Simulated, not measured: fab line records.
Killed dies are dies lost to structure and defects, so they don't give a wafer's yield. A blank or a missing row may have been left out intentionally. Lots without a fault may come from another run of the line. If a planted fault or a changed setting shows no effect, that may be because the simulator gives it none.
A struck lot beside a sound one -- flow nandHarc -- 32 steps out of a route of 1159
Sound: these wafers, L933.2, L933.3, L933.5. Struck: wafer L937.2 (left out: L937.4, L937.5 of the same lot, which were not struck); the cause appears at the end.
At each step with rows: each side's tool, then ch and its chambers, then its first start. Under that, the readings that differ: sound wafers -- struck wafers -- difference of the means -- sigmas: that difference in standard deviations of wafers without a fault.
alike: readings whose means differ by less than 2 such deviations, and words and numbers that are the same on both sides. not compared: withheld readings, readings that some wafer has no value for, bounds like >300 that may hide the same value, and numbers for which the record gives no deviation and whose values overlap.
Wherever a step has rows on one side only, a row that says differs or no value, or a row with sigmas, the two part there. Numbers that don't overlap but have no deviation are shown without sigmas and don't part them. A reading that every wafer of one side lacks parts them only if that side has two wafers or more.

first, 5 steps without rows for these wafers: NHARC_A_ONON_D1_DEP_22 (target thk 1000 nm); NHARC_A_ONON_D1_DEP_25 (target thk 1000 nm); NHARC_A_ONON_D1_DEP_28 (target thk 1000 nm); NHARC_A_ONON_D1_DEP_33 (deposits SiO2, target thk 200 nm); NHARC_A_CHANNEL_HOLE_D1_DEP_00 (deposits aC, target thk 3100 nm).
NHARC_A_CHANNEL_HOLE_D1_DEP_01: deposits SiON, target thk 140 nm.
  sound on pecvd-04 ch 0,2, day 10 06:52; struck on pecvd-04 ch 1, day 11 09:20
  alike: heaterPowerW, susceptorTempC
then, 25 steps without rows for these wafers: NHARC_A_CHANNEL_HOLE_D1_DEHYDRATE_02 (time 120 s); NHARC_A_CHANNEL_HOLE_D1_HMDS_03 (time 30 s); NHARC_A_CHANNEL_HOLE_D1_COAT_36 (time 75 s); NHARC_A_CHANNEL_HOLE_D1_COAT_37 (time 65 s); NHARC_A_CHANNEL_HOLE_D1_COAT_04 (resist thk 90 nm); NHARC_A_CHANNEL_HOLE_D1_SOFTBAKE_05 (time 55 s); NHARC_A_CHANNEL_HOLE_D1_EBR_06; NHARC_A_CHANNEL_HOLE_D1_EXPOSE_07 (exposes mask HOLE D1, target cd 100 nm); NHARC_A_CHANNEL_HOLE_D1_PEB_08 (peb time 65 s); NHARC_A_CHANNEL_HOLE_D1_DEVELOP_09 (develop time 35 s); NHARC_A_CHANNEL_HOLE_D1_DESCUM_15 (chemistry O2, time 3 s); NHARC_A_CHANNEL_HOLE_D1_ETCH_38 (etches the open film in CF4, target depth 39 nm, time 65 s); NHARC_A_CHANNEL_HOLE_D1_ETCH_39 (etches the open film in N2/H2, target depth 260 nm, time 325 s); NHARC_A_CHANNEL_HOLE_D1_ETCH_34 (etches the open film in CF4/CHF3, target depth 154 nm, time 77 s); NHARC_A_CHANNEL_HOLE_D1_ETCH_16 (etches the open film in O2/COS, target depth 3100 nm, time 806 s); NHARC_A_CHANNEL_HOLE_D1_ETCH_19 (etches the open film in C4F8/O2/Ar, time 34.5 s); NHARC_A_CHANNEL_HOLE_D1_ETCH_20 (etches the open film in C4F8/O2/Ar, time 361.9 s, target depth 1600 nm); NHARC_A_CHANNEL_HOLE_D1_ETCH_21 (etches the open film in C4F8/O2/Ar, time 514.3 s, target depth 1600 nm); NHARC_A_CHANNEL_HOLE_D1_ETCH_22 (etches the open film in C4F8/O2/Ar, time 666.7 s, target depth 1600 nm); NHARC_A_CHANNEL_HOLE_D1_ETCH_23 (etches the open film in C4F8/O2/Ar, time 819 s, target depth 1600 nm); NHARC_A_CHANNEL_HOLE_D1_ETCH_24 (etches the open film in C4F8/O2/Ar, time 906.2 s, target depth 1500 nm); NHARC_A_CHANNEL_HOLE_D1_ETCH_25 (etches the open film in C4F8/O2/Ar, time 1040.2 s, target depth 1500 nm); NHARC_A_CHANNEL_HOLE_D1_ETCH_26 (etches the open film in C4F8/O2/Ar, time 224.1 s, target depth 300 nm); NHARC_A_CHANNEL_HOLE_D1_ETCH_33 (etches the open film in C4F8/O2/Ar, time 90 s, target depth 400 nm); NHARC_A_CHANNEL_HOLE_D1_STRIP_41 (strips in N2/H2).
-- jump in the record: it breaks off in module A_CHANNEL_HOLE_D1 and resumes in module END (first step shown: number 1159 of the route), and 12 days separate the struck wafers' starts before and after --
NHARC_END_SORT_01:
  only the struck wafers appear in the record here, on prober-01 ch 0 at day 22 22:03; the sound ones have no rows

WHERE THEY PART
At NHARC_END_SORT_01 and nowhere else, as far as this record goes.

WHY: the cause the simulator had injected
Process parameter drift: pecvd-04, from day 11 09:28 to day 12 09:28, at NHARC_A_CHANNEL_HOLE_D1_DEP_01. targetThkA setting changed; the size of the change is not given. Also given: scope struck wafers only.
